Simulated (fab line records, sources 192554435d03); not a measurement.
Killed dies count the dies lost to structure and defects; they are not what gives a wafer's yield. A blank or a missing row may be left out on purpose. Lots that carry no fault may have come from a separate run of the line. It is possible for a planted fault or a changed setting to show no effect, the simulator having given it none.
Matching of chambers / flow n5-finfet / rie-diel-02 running N5_MIM_TOP_LITHO_DESCUM_10: 4 sister chambers
The step chemistry O2, time 7.9 s. 4 wafers are shown with their chamber, then 7 later ones without.

## EACH WAFER AND ITS CHAMBER
wafer=L451.5; chamber=2; oes-product-au (a.u.)=0.85
wafer=L454.6; chamber=1; oes-product-au (a.u.)=0.74
wafer=L453.1; chamber=3; oes-product-au (a.u.)=0.88
wafer=L453.4; chamber=0; oes-product-au (a.u.)=0.83

## WAFERS WITH NO CHAMBER GIVEN
wafer=L453.6; oes-product-au (a.u.)=0.86
wafer=L460.1; oes-product-au (a.u.)=0.81
wafer=L460.3; oes-product-au (a.u.)=0.85
wafer=L460.4; oes-product-au (a.u.)=0.86
wafer=L468.2; oes-product-au (a.u.)=0.78
wafer=L468.4; oes-product-au (a.u.)=0.80
wafer=L468.5; oes-product-au (a.u.)=0.83

## WHICH CHAMBER EACH WENT THROUGH
wafer=L453.6; from the rows above=can't be placed: 2 or 3 or 0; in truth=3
wafer=L460.1; from the rows above=can't be placed: 0 or 2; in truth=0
wafer=L460.3; from the rows above=can't be placed: 2 or 0 or 3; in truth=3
wafer=L460.4; from the rows above=can't be placed: 2 or 3 or 0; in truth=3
wafer=L468.2; from the rows above=can't be placed: 1 or 0 or 2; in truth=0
wafer=L468.4; from the rows above=can't be placed: 0 or 2 or 1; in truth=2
wafer=L468.5; from the rows above=can't be placed: 0 or 2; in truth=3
0 of 7 placed correctly. These rows do not allow placing 7 (true chamber among the candidates in 6). Placed wrongly: 0.
How it was worked out, from the rows above alone: a wafer's distance from a chamber is the root of the sum, over the readings, of the square of ((its reading less the chamber's mean) divided by the reading's scatter). If the next closest chamber is less than 2 further off than the closest, the wafer can't be placed; otherwise it belongs to the closest. Each chamber's mean is taken over the wafers shown for it. The scatter (one wafer shown for each chamber): square how far every hidden wafer sits from the nearest shown wafer, average those squares and take the square root.
